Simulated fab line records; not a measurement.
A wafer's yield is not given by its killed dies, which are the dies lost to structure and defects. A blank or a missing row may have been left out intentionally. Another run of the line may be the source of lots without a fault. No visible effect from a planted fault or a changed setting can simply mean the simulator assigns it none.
fab line records -- flow nandHarc
[record] lots = 13, wafers = 35, lastDay = 35
route steps=1302 shown P_GATE@131 END@1302
lots untouched by any fault: they come from a run of this same line in which no faults occurred
startH: start of the lot's first displayed wafer, in hours after the record's first day -- waitH: hours since the lot's step before -- " the same as in the row above -- L1.1+2: a single row standing in for several wafers -- - either no value or no given start -- * or withheld: withheld -- < > ~ a bound
route shown NAME@n: names a module that has steps shown in the file, with the first one's number in the route -- usual: the fault-free wafers' mean and standard deviation -- same: alike in all rows -- chamber/n: place in a boat -- sites: each site's reading -- _std_site: standard deviation across them -- _edge_site: mean of outer sites minus mean of inner sites -- radiusMm: for every site, how far away it sits from the centre of the wafer -- mask NAME#n: copy n -- behind: the last tool/chamber to shape the wafer -- hold: why the lot went on hold/how many hours it stayed there/how the hold came to an end -- device: the transistor (n, p or np) that didn't switch -- end of line: the tests these same wafers got at the end of their route -- step lacking rows: just its recipe -- killed: not the wafer's yield, but the dies lost to structure and defects at the first sort -- map: the dies of a wafer, with x for killed, . for not killed, _ for no die there
set.NAME: the setting that was run; set.NAME@STEP: the one run at that earlier step -- model.NAME: the simulator's own value behind a step, which no gauge read
a sample of lots followed through the steps of the route, with each step as a table and each wafer as a row
services: a tool's chamber out of use, with start hour (startH, from the record's first day; less than 0 if before it), hours out, and reason
[[steps]]
[step NHARC_P_GATE_HM_DEP_102]
[recipe] targetThkA = 1200, tempC = 400, material = aC
[usual] throttleValvePct = 35.001/0.0087
lot.wafer,tool,chamber,startH,waitH,throttleValvePct
L592.1,aclDep-01,0,106.01,0.8,34.995
L592.3,aclDep-01,0,106.01,0.8,34.998
L592.4,aclDep-01,0,106.01,0.8,34.997
L593.2,aclDep-01,0,111.17,1.2,34.989
L593.4,aclDep-01,0,111.17,1.2,34.995
L593.5,aclDep-01,0,111.17,1.2,35.007
L594.1,aclDep-01,0,121.03,0.4,35.008
L594.5,aclDep-01,0,121.03,0.4,35.015
L594.6,aclDep-01,0,121.03,0.4,35.002
L598.1,aclDep-02,0,196.02,6.0,35.000
L598.3,aclDep-02,0,196.02,6.0,34.992
L598.6,aclDep-02,0,196.02,6.0,34.999
L601.3,aclDep-03,0,198.12,8.1,35.003
L601.4,aclDep-03,0,198.12,8.1,35.010
L601.5,aclDep-03,0,198.12,8.1,34.982
L603.1,aclDep-02,0,210.10,0.4,35.019
L603.3,aclDep-02,0,210.10,0.4,34.994
L605.3,aclDep-01,0,236.55,1.2,35.011
L605.4,aclDep-01,0,236.55,1.2,34.999
L605.5,aclDep-01,0,236.55,1.2,35.003
L604.1,aclDep-01,0,236.98,1.6,35.002
L604.2,aclDep-01,0,236.98,1.6,34.992
L606.5,aclDep-02,0,241.84,0.8,34.996
L609.1,aclDep-02,0,279.83,3.8,34.997
L609.5,aclDep-02,0,279.83,3.8,35.003
L609.6,aclDep-02,0,279.83,3.8,34.999
L612.1,aclDep-03,0,312.58,9.5,34.998
L612.3,aclDep-03,0,312.58,9.5,34.983
L612.5,aclDep-03,0,312.58,9.5,35.002
L613.3,aclDep-03,0,319.49,5.4,34.997
L613.5,aclDep-03,0,319.49,5.4,35.001
L613.6,aclDep-03,0,319.49,5.4,34.991
L614.2,aclDep-03,0,323.74,4.2,35.019
L614.3,aclDep-03,0,323.74,4.2,35.006
L614.6,aclDep-03,0,323.74,4.2,34.997
[step NHARC_P_GATE_INSPECT_28]
[usual] rawDefectCount = 6/3.1
lot.wafer,tool,chamber,startH,waitH,rawDefectCount
L592.1,defectInspect-01,-,107.35,0.0,4
L592.3,defectInspect-01,-,107.35,0.0,4
L592.4,defectInspect-01,-,107.35,0.0,4
L593.2,defectInspect-01,-,112.53,0.0,11
L593.4,defectInspect-01,-,112.53,0.0,9
L593.5,defectInspect-01,-,112.53,0.0,2
L594.1,defectInspect-01,-,122.50,0.0,7
L594.5,defectInspect-01,-,122.50,0.0,5
L594.6,defectInspect-01,-,122.50,0.0,5
L598.1,defectInspect-02,-,197.50,0.0,8
L598.3,defectInspect-02,-,197.50,0.0,7
L598.6,defectInspect-02,-,197.50,0.0,6
L601.3,defectInspect-01,-,199.37,0.0,6
L601.4,defectInspect-01,-,199.37,0.0,9
L601.5,defectInspect-01,-,199.37,0.0,5
L603.1,defectInspect-02,-,211.46,0.0,5
L603.3,defectInspect-02,-,211.46,0.0,7
L605.3,defectInspect-01,-,237.81,0.0,7
L605.4,defectInspect-01,-,237.81,0.0,2
L605.5,defectInspect-01,-,237.81,0.0,3
L604.1,defectInspect-01,-,238.69,0.0,11
L604.2,defectInspect-01,-,238.69,0.0,6
L606.5,defectInspect-02,-,242.88,0.0,2
L609.1,defectInspect-01,-,281.28,0.0,9
L609.5,defectInspect-01,-,281.28,0.0,2
L609.6,defectInspect-01,-,281.28,0.0,13
L612.1,defectInspect-01,-,314.04,0.0,7
L612.3,defectInspect-01,-,314.04,0.0,5
L612.5,defectInspect-01,-,314.04,0.0,4
L613.3,defectInspect-02,-,320.62,0.0,3
L613.5,defectInspect-02,-,320.62,0.0,5
L613.6,defectInspect-02,-,320.62,0.0,13
L614.2,defectInspect-01,-,325.11,0.0,5
L614.3,defectInspect-01,-,325.11,0.0,6
L614.6,defectInspect-01,-,325.11,0.0,9
[step NHARC_P_GATE_CD_MEAS_33]
[usual] cdNm = 119.7/2.3
lot.wafer,tool,chamber,startH,waitH,cdNm
L592.1,cdSem-03,-,108.20,-,118.2
L592.3,cdSem-03,-,108.20,-,120.1
L592.4,cdSem-03,-,108.20,-,118.6
L593.2,cdSem-02,-,113.39,-,120.1
L593.4,cdSem-02,-,113.39,-,124.4
L593.5,cdSem-02,-,113.39,-,120.2
L594.1,cdSem-02,-,123.40,0.1,117.4
L594.5,cdSem-02,-,123.40,0.1,120.8
L594.6,cdSem-02,-,123.40,0.1,120.1
L598.1,cdSem-03,-,198.37,-,118.8
L598.3,cdSem-03,-,198.37,-,118.4
L598.6,cdSem-03,-,198.37,-,116.3
L601.3,cdSem-02,-,200.22,-,117.0
L601.4,cdSem-02,-,200.22,-,118.4
L601.5,cdSem-02,-,200.22,-,117.2
L603.1,cdSem-02,-,212.33,-,120.7
L603.3,cdSem-02,-,212.33,-,118.9
L605.3,cdSem-03,-,238.68,-,119.7
L605.4,cdSem-03,-,238.68,-,121.1
L605.5,cdSem-03,-,238.68,-,121.4
L604.1,cdSem-03,-,239.55,-,118.9
L604.2,cdSem-03,-,239.55,-,118.9
L606.5,cdSem-03,-,243.75,-,119.6
L609.1,cdSem-02,-,282.14,-,120.0
L609.5,cdSem-02,-,282.14,-,122.1
L609.6,cdSem-02,-,282.14,-,119.7
L612.1,cdSem-01,-,314.99,0.1,121.1
L612.3,cdSem-01,-,314.99,0.1,119.1
L612.5,cdSem-01,-,314.99,0.1,118.6
L613.3,cdSem-03,-,321.48,-,121.2
L613.5,cdSem-03,-,321.48,-,122.8
L613.6,cdSem-03,-,321.48,-,124.0
L614.2,cdSem-02,-,326.12,-,119.2
L614.3,cdSem-02,-,326.12,-,119.1
L614.6,cdSem-02,-,326.12,-,121.3
[step NHARC_P_GATE_ETCHBACK_37]
[recipe] targetDepthA = 345, timeS = 17.2, chf3FlowSccm = 50, o2FlowSccm = 10, arFlowSccm = 200, rfW = 500, biasW = 200, chemistry = CHF3/O2
[usual] drypumpMotorCurrentA = 5.8/0.44, oesProductAu = 0.939/0.029, rfVppV = 370.5/2.2, runLengthS = 38.5/0.35, showerheadPlenumPTorr = 2.39/0.092, throttleValvePct = 20.572/0.0089
lot.wafer,tool,chamber,startH,waitH,drypumpMotorCurrentA,oesProductAu,rfHoursCounterH,rfVppV,runLengthS,showerheadPlenumPTorr,throttleValvePct
L592.4,rieDiel-11,2,118.18,-,5.4,0.914,2.0,369.2,38.4,2.36,20.561
L592.1,rieDiel-11,3,118.18,-,6.3,0.936,0.6,372.6,37.9,2.52,20.581
L592.3,rieDiel-11,0,118.18,-,5.8,0.923,2.2,371.0,38.6,2.48,20.589
L593.2,rieDiel-09,3,123.40,-,6.5,0.922,7.8,369.6,38.9,2.38,20.576
L593.4,rieDiel-09,0,123.40,-,6.2,0.943,8.6,368.0,38.6,2.24,20.555
L593.5,rieDiel-09,3,123.40,-,6.5,0.923,-,368.1,39.1,2.38,20.577
L594.1,rieDiel-11,3,133.36,-,6.3,0.948,0.8,373.6,38.5,2.52,20.573
L594.6,rieDiel-11,1,133.36,-,5.6,0.933,-,368.7,38.0,2.24,20.581
L594.5,rieDiel-11,2,133.36,-,5.4,0.923,-,369.5,38.4,2.36,20.569
L598.3,rieDiel-09,2,208.17,-,6.3,0.917,2.5,372.1,38.9,2.45,20.572
L598.1,rieDiel-09,3,208.17,-,6.5,0.926,2.4,370.0,38.7,2.38,20.584
L598.6,rieDiel-09,3,208.17,-,6.5,0.931,-,372.0,38.7,2.38,20.575
L601.4,rieDiel-11,3,215.62,-,6.3,0.924,5.0,375.0,38.1,2.52,20.566
L601.3,rieDiel-11,0,215.62,-,5.8,0.911,5.8,371.8,38.9,2.47,20.578
L601.5,rieDiel-11,0,215.62,-,5.8,0.919,-,371.1,39.4,2.47,20.582
L603.3,rieDiel-11,2,227.39,-,5.4,0.917,6.1,369.4,38.6,2.36,20.572
L603.1,rieDiel-11,0,227.39,-,5.7,0.922,6.8,372.3,38.8,2.47,20.572
L604.1,rieDiel-11,3,249.44,-,6.3,0.939,8.2,373.9,40.0,2.52,20.571
L604.2,rieDiel-11,2,249.44,-,5.4,0.927,7.8,369.9,38.5,2.36,20.576
L605.4,rieDiel-09,0,250.74,-,6.2,0.913,4.1,367.7,38.4,2.24,20.580
L605.3,rieDiel-09,1,250.74,-,5.2,0.923,3.7,370.2,38.7,2.35,20.569
L605.5,rieDiel-09,3,250.74,-,6.5,0.925,-,370.0,38.6,2.38,20.572
L606.5,rieDiel-11,2,253.74,-,5.4,0.918,-,370.7,38.7,2.36,20.589
L609.1,rieDiel-05,3,292.07,-,6.1,0.922,3.3,365.7,38.2,2.26,20.572
L609.5,rieDiel-05,0,292.07,-,6.0,0.926,-,371.8,38.5,2.46,20.559
L609.6,rieDiel-05,1,292.07,-,5.6,0.929,-,372.3,38.1,2.44,20.575
L612.1,rieDiel-05,3,325.04,-,6.0,0.992,5.4,369.4,38.3,2.26,20.560
L612.3,rieDiel-05,0,325.04,-,6.0,1.000,6.0,372.5,38.4,2.46,20.575
L612.5,rieDiel-05,2,325.04,-,5.1,1.003,-,369.8,39.0,2.37,20.576
L613.3,rieDiel-11,1,331.46,-,5.5,0.921,3.2,367.5,38.3,2.24,20.573
L613.6,rieDiel-11,2,331.46,-,5.4,0.908,-,370.3,38.4,2.36,20.565
L613.5,rieDiel-11,3,331.46,-,6.3,0.920,-,373.4,38.1,2.52,20.567
L614.2,rieDiel-05,3,336.08,-,6.1,0.935,5.7,368.7,38.5,2.26,20.574
L614.3,rieDiel-05,1,336.08,-,5.6,0.946,5.3,372.0,38.4,2.44,20.572
L614.6,rieDiel-05,3,336.08,-,6.1,0.932,-,368.0,38.4,2.26,20.571
[step NHARC_END_SORT_01]
[recipe] tempC = 25
[usual] killedAtArray = 54/18, killedAtOther = 0.9/1.2, killedAtPeriphery = 4.4/2.9, killedDies = 59/18, killedOpen = 3.2/1.8, killedShort = 2.6/1.8
[same] grossDies = 677
lot.wafer,tool,chamber,startH,waitH,killedAtArray,killedAtOther,killedAtPeriphery,killedDies,killedOpen,killedShort
L601.3,prober-01,0,686.20,3.1,54,1,4,59,1,3
L601.4,prober-01,0,686.99,3.4,69,0,7,76,4,3
L601.5,prober-01,0,687.78,3.7,44,0,3,47,3,1
L605.3,prober-01,0,729.89,3.1,76,1,0,77,4,1
L605.4,prober-01,0,730.72,3.5,65,0,2,67,4,1
L605.5,prober-01,0,731.54,3.8,83,0,0,83,3,2
L613.3,prober-02,0,793.38,3.1,88,1,8,97,1,6
L613.5,prober-02,0,795.00,3.7,95,0,4,99,1,1
L613.6,prober-02,0,795.81,4.1,94,0,1,95,2,1
// killed by level:class
L601.3 A_CHANNEL_HOLE_D2:chamberFilmFlake=22 A_CHANNEL_HOLE_D1:chamberFilmFlake=18 A_CONTACT:chamberFilmFlake=6 P_STI:chamberFilmFlake=2 P_CONTACT:geometricParticle:open=1 A_ONON_D1:geometricParticle:short=1 A_SGD_CUT:geometricParticle:short=1 A_BLC:geometricParticle:short=1
L601.4 A_CHANNEL_HOLE_D1:chamberFilmFlake=28 A_CHANNEL_HOLE_D2:chamberFilmFlake=24 A_CONTACT:chamberFilmFlake=7 P_STI:chamberFilmFlake=4 A_CHANNEL_HOLE_D2:geometricParticle:open=2 P_M0:geometricParticle:short=1 A_ONON_D1:geometricParticle:open=1 A_DECK1_JOINT:geometricParticle:short=1
L601.5 A_CHANNEL_HOLE_D1:chamberFilmFlake=19 A_CHANNEL_HOLE_D2:chamberFilmFlake=16 A_DECK1_JOINT:chamberFilmFlake=3 A_CONTACT:chamberFilmFlake=3 P_M0:geometricParticle:open=2 A_ONON_D1:geometricParticle:open=1 A_CHANNEL_FILL_D2:geometricParticle:short=1 P_ZERO_WELL:chamberFilmFlake=1
L605.3 A_SLIT:chamberFilmFlake=37 A_CHANNEL_HOLE_D1:chamberFilmFlake=27 A_WL_FILL:chamberFilmFlake=2 A_CONTACT:chamberFilmFlake=2 A_ONON_D1:geometricParticle:open=1 A_CHANNEL_FILL_D1:geometricParticle:open=1 A_DECK1_JOINT:geometricParticle:open=1 A_CHANNEL_FILL_D2:geometricParticle:open=1
L605.4 A_SLIT:chamberFilmFlake=35 A_CHANNEL_HOLE_D1:chamberFilmFlake=17 A_WL_FILL:chamberFilmFlake=3 P_BONDPAD:chamberFilmFlake=2 A_CHANNEL_FILL_D2:chamberFilmFlake=2 A_ONON_D2:geometricParticle:open=1 A_CHANNEL_FILL_D2:geometricParticle:open=1 A_CHANNEL_FILL_D2:geometricParticle:short=1
L605.5 A_SLIT:chamberFilmFlake=39 A_CHANNEL_HOLE_D1:chamberFilmFlake=34 A_BLC:geometricParticle:open=2 A_CONTACT:chamberFilmFlake=2 A_DECK1_JOINT:geometricParticle:short=1 A_CHANNEL_FILL_D2:geometricParticle:short=1 A_M1:geometricParticle:open=1 A_CHANNEL_HOLE_D2:chamberFilmFlake=1
L613.3 A_CHANNEL_HOLE_D2:chamberFilmFlake=33 A_SLIT:chamberFilmFlake=25 A_CHANNEL_HOLE_D1:chamberFilmFlake=12 A_CONTACT:chamberFilmFlake=7 P_GATE:chamberFilmFlake=5 A_DECK1_JOINT:chamberFilmFlake=5 P_GATE:geometricParticle:open=1 P_CONTACT:geometricParticle:short=1
L613.5 A_SLIT:chamberFilmFlake=36 A_CHANNEL_HOLE_D2:chamberFilmFlake=24 A_CHANNEL_HOLE_D1:chamberFilmFlake=13 A_STAIRCASE:chamberFilmFlake=5 A_WL_FILL:chamberFilmFlake=4 A_M1:chamberFilmFlake=4 A_CONTACT:chamberFilmFlake=3 P_ZERO_WELL:chamberFilmFlake=2
L613.6 A_SLIT:chamberFilmFlake=37 A_CHANNEL_HOLE_D2:chamberFilmFlake=29 A_CHANNEL_HOLE_D1:chamberFilmFlake=11 A_STAIRCASE:chamberFilmFlake=5 A_CONTACT:chamberFilmFlake=5 A_WL_FILL:chamberFilmFlake=2 A_ONON_D1:geometricParticle:open=1 A_WL_FILL:geometricParticle:short=1
[[services]]
tool,chamber,startH,hours,kind
rieDiel-11,3,91.01,13.8,repair
rieDiel-05,-,93.57,0.3,repair
rieDiel-05,3,116.29,26.1,repair
aclDep-03,-,118.58,13.0,pm
rieDiel-09,-,119.27,0.5,repair
rieDiel-09,2,129.48,5.1,repair
rieDiel-09,-,143.11,9.0,pm
rieDiel-11,2,148.60,10.1,repair
aclDep-01,-,188.18,13.0,pm
rieDiel-11,-,190.99,0.2,repair
rieDiel-09,2,218.31,4.3,repair
rieDiel-05,-,229.60,9.0,pm
aclDep-02,-,242.74,13.0,pm
rieDiel-11,1,251.20,16.6,repair
rieDiel-11,0,252.89,5.0,repair
rieDiel-11,-,255.91,9.0,pm
rieDiel-09,-,267.33,0.4,repair
rieDiel-09,2,270.28,1.5,repair
rieDiel-11,0,283.12,16.4,repair
rieDiel-11,1,288.76,28.3,repair
rieDiel-09,0,299.55,9.3,repair
aclDep-03,-,299.58,13.0,pm
aclDep-02,-,308.76,5.6,repair
rieDiel-09,3,312.31,14.7,repair
[[key]]
[firstSign] step = NHARC_P_GATE_ETCHBACK_37, reading = runLengthS, direction = up, sigmas = 4.4, usual = *, struck = *
effect none on later readings
metAt NHARC_P_GATE_ETCHBACK_37
struckLots L604
struckWafers L604.1
testerLeftOut L604
notActingAt NHARC_P_GATE_HM_DEP_102,NHARC_P_GATE_INSPECT_28,NHARC_P_GATE_CD_MEAS_33
onsetBetween 215.62 249.44
[fault] kind = processParameterDrift, tool = rieDiel-11, chamber = 3, onsetH = 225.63, steps = NHARC_P_GATE_ETCHBACK_37, channel = timeS, offset = *, shape = step, endH = 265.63, actsIn = *, stated = *
// testerLeftOut: of these lots the tester's yield and bins aren't shown, on N5 and GAA mostly nor the transistor test; their killed dies are dies lost to structure and defects alone, not to doping, threshold or leakage, so they don't give the yield
